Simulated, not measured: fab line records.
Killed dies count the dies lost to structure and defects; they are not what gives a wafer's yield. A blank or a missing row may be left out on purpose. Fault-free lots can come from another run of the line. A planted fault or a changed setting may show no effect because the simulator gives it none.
Chamber matching -- flow n5-finfet -- pecvd-02 running N5_BEOL_M0_DEP_125: 3 sister chambers
The step deposits SiCN from 3MS/NH3, target thk 8 nm, time 14 s. 6 wafers are shown with their chamber, then 11 later ones without.

== WAFERS PAIRED WITH THEIR CHAMBERS ==
wafer,chamber,throttle-valve-pct (%),showerhead-plenum-p-Torr (Torr)
L082.2,2,8.1,3.650
L088.6,0,8.6,3.663
L090.4,2,8.1,3.640
L090.5,1,9.6,3.649
L090.6,0,8.9,3.662
L092.1,1,9.4,3.658

== WAFERS WHOSE CHAMBER IS MISSING ==
wafer,throttle-valve-pct (%),showerhead-plenum-p-Torr (Torr)
L092.2,8.3,3.652
L092.4,9.5,3.648
L093.1,8.1,3.649
L093.3,9.3,3.643
L093.4,9.3,3.647
L095.2,8.0,3.649
L095.3,9.3,3.649
L095.5,8.1,3.645
L097.3,9.2,3.653
L097.4,8.3,3.649
L097.6,9.0,3.662

== WHICH CHAMBER EACH ONE RAN IN ==
wafer,from the rows above,in truth
L092.2,can't be placed: 2 or 0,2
L092.4,1,1
L093.1,2,2
L093.3,1,1
L093.4,1,1
L095.2,2,2
L095.3,1,1
L095.5,2,2
L097.3,can't be placed: 1 or 0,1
L097.4,2,2
L097.6,0,0
Correct placement for 9 of the 11. These rows do not allow placing 2 (true chamber among the candidates in 2). Number placed wrongly: 0.
How it was worked out, from the rows above alone: a wafer's distance from a chamber is the root of the sum, over the readings, of the square of ((its reading less the chamber's mean) divided by the reading's scatter). The wafer belongs to the nearest chamber; if the next one is less than 2 further off, it can't be placed. The mean given for a chamber averages the wafers shown for that chamber. The scatter: the root of (the sum of the squares of (reading less its chamber's mean) over the shown wafers, divided by (wafers less chambers)).
